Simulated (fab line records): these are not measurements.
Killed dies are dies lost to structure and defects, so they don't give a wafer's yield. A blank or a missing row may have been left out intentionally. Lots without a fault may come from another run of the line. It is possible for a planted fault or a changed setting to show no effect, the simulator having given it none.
Comparing a struck lot with a sound one + flow nandHarc + 14 steps out of a route of 1159
Sound: the wafers L472.2, L472.3, L472.5. Struck: wafers L467.1, L467.4, L467.5. Last of all comes the cause.
Each step with rows lists, per side, the tool, then ch with its chambers, then its first start. Under that, the readings that differ: sound wafers + struck wafers + difference of the means + sigmas: that difference in standard deviations of wafers without a fault.
alike: words and numbers the same on both sides, and readings whose means are apart by under 2 such deviations; not compared: readings that were withheld, readings missing a value for some wafer, numbers with overlapping values and no deviation given by the record, and bounds like >300 which may hide the same value.
Wherever a step has rows on one side only, a row that says differs or no value, or a row with sigmas, the two part there. When numbers do not overlap yet have no deviation, they are printed without sigmas and do not part them. A reading missing from all wafers of one side parts the sides only when that side holds two or more wafers.

first, 5 steps without rows for these wafers: NHARC_P_GATE_STRIP_15 (strips in SPM, time 780 s); NHARC_P_GATE_PRECLEAN_71 (cleans in SC1); NHARC_P_GATE_SRD_72; NHARC_P_GATE_OXIDE_16 (material SiO2, target thk 3 nm, ox time 392 s); NHARC_P_GATE_CVD_17 (deposits poly-Si, target thk 150 nm, time 900 s).
NHARC_P_GATE_HM_DEP_102: deposits aC, target thk 120 nm.
  sound on aclDep-03 ch 0, day 9 17:46; struck on aclDep-03 ch 0, day 8 13:56
  alike: throttleValvePct
NHARC_P_GATE_DEP_103: deposits SiON, target thk 30 nm.
  sound on pecvd-03 ch 1,2, day 9 18:20; struck on pecvd-04 ch 0,1,2, day 8 14:38
  alike: heaterPowerW
then, 5 steps without rows for these wafers: NHARC_P_GATE_DEHYDRATE_18 (time 120 s); NHARC_P_GATE_HMDS_19 (time 30 s); NHARC_P_GATE_COAT_20 (resist thk 90 nm); NHARC_P_GATE_SOFTBAKE_21 (time 55 s); NHARC_P_GATE_EBR_22.
NHARC_P_GATE_EXPOSE_23: exposes mask P GATE, target cd 120 nm.
  sound on arfiScanner-02 ch 0, day 9 18:51; struck on arfiScanner-02, day 8 15:11
  no value came back on the struck wafers for exposureDoseMJCm2, focusOffsetNm (nm); on the sound wafers exposureDoseMJCm2 reads 93.91 94.07 94.08
  alike: mask
then, 1 step without rows for these wafers: NHARC_P_GATE_PEB_24 (peb time 65 s).

## WHERE THEY PART
Only at NHARC_P_GATE_EXPOSE_23, as far as this record shows.

WHY: whatever the simulator had introduced
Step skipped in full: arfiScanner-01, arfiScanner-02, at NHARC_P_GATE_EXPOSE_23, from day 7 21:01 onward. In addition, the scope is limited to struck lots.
